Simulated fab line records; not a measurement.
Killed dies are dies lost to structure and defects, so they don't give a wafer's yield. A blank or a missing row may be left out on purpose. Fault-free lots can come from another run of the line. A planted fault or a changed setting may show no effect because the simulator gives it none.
Matching of chambers | flow n5 finfet | 3 sister chambers for N5_BEOL_M8_PECVD_70 on pecvd-04
The step deposits SiO2 from TEOS/O2, target thk 20 nm, time 22.7 s. 6 wafers are shown with their chamber, then 11 later ones without.

== WAFERS PAIRED WITH THEIR CHAMBERS ==
wafer  | chamber | throttle valve pct (%) | heater power w (W)
L084.4 | 2       | 22.3                   | 693
L084.6 | 1       | 23.0                   | 721
L087.4 | 2       | 22.4                   | 622
L087.5 | 1       | 22.8                   | 761
L087.6 | 0       | 22.2                   | 649
L086.2 | 0       | 22.1                   | 614

== WAFERS WHOSE CHAMBER IS MISSING ==
wafer  | throttle valve pct (%) | heater power w (W)
L086.5 | 22.4                   | 597
L086.6 | 22.7                   | 696
L091.2 | 22.4                   | 714
L091.3 | 22.6                   | 717
L091.6 | 22.3                   | 656
L093.2 | 22.6                   | 630
L093.3 | 22.6                   | 644
L093.4 | 22.8                   | 641
L097.3 | 23.1                   | 714
L097.4 | 22.8                   | 703
L097.5 | 22.4                   | 611

== EACH ONE'S CHAMBER ==
wafer  | from the rows above          | in truth
L086.5 | can't be placed: 2 or 0      | 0
L086.6 | can't be placed: 1 or 2      | 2
L091.2 | can't be placed: 2 or 0      | 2
L091.3 | can't be placed: 2 or 1      | 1
L091.6 | can't be placed: 2 or 0      | 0
L093.2 | can't be placed: 2 or 1 or 0 | 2
L093.3 | can't be placed: 2 or 1 or 0 | 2
L093.4 | can't be placed: 1 or 2      | 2
L097.3 | 1                            | 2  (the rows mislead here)
L097.4 | 1                            | 1
L097.5 | can't be placed: 2 or 0      | 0
Placed correctly: 1 of 11. Can't be placed from these rows: 9 (the true chamber is among the candidates in 9). Placed wrongly: 1.
How it was worked out, from the rows above alone: a wafer's distance from a chamber is the root of the sum, over the readings, of the square of ((its reading less the chamber's mean) divided by the reading's scatter). The wafer belongs to the nearest chamber; if the next one is less than 2 further off, it can't be placed. Each chamber's mean is taken over the wafers shown for it. The scatter: take each reading less its chamber's mean, square it, sum over the shown wafers, divide by the number of wafers less the number of chambers, and take the root.
